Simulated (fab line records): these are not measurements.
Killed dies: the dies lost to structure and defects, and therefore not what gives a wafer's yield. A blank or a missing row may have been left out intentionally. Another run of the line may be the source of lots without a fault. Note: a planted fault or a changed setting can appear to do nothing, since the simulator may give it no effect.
Chamber matching -- flow nandHarc -- NHARC_A_ONON_D1_DEP_33 on pecvd-03 has 3 sister chambers
The step deposits SiO2, target thk 200 nm. 6 wafers are shown with their chamber, then 10 later ones without.

## EACH WAFER AND ITS CHAMBER
wafer,chamber,heaterPowerW (W),throttleValvePct (%)
L081.4,2,679,15.6
L083.1,2,589,15.6
L083.2,1,390,15.5
L083.6,0,567,15.6
L086.1,1,504,15.9
L086.2,0,471,15.8

## WAFERS MISSING THEIR CHAMBER
wafer,heaterPowerW (W),throttleValvePct (%)
L086.5,487,15.3
L087.1,488,16.1
L087.2,569,15.6
L087.3,658,15.7
L088.1,495,15.5
L088.3,631,15.6
L088.4,394,16.0
L091.1,449,15.9
L091.3,489,15.7
L091.5,467,15.7

## WHICH CHAMBER EACH ONE RAN IN
wafer,from the rows above,in truth
L086.5,can't be placed: 0 or 1 or 2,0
L087.1,can't be placed: 0 or 1 or 2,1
L087.2,can't be placed: 0 or 2 or 1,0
L087.3,can't be placed: 2 or 0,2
L088.1,can't be placed: 0 or 1 or 2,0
L088.3,can't be placed: 2 or 0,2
L088.4,can't be placed: 1 or 0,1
L091.1,can't be placed: 1 or 0 or 2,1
L091.3,can't be placed: 0 or 1 or 2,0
L091.5,can't be placed: 1 or 0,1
Correctly placed: 0 of 10. Cannot be placed on the basis of these rows: 10; the candidates contain the true chamber in 10. Placed wrongly: 0.
How it was worked out, from the rows above alone: a wafer's distance from a chamber is the root of the sum, over the readings, of the square of ((its reading less the chamber's mean) divided by the reading's scatter). If the next closest chamber is less than 2 further off than the closest, the wafer can't be placed; otherwise it belongs to the closest. The mean given for a chamber averages the wafers shown for that chamber. The scatter is the square root of a quotient: the sum, over the shown wafers, of each reading's squared deviation from its chamber's mean, divided by wafers minus chambers.
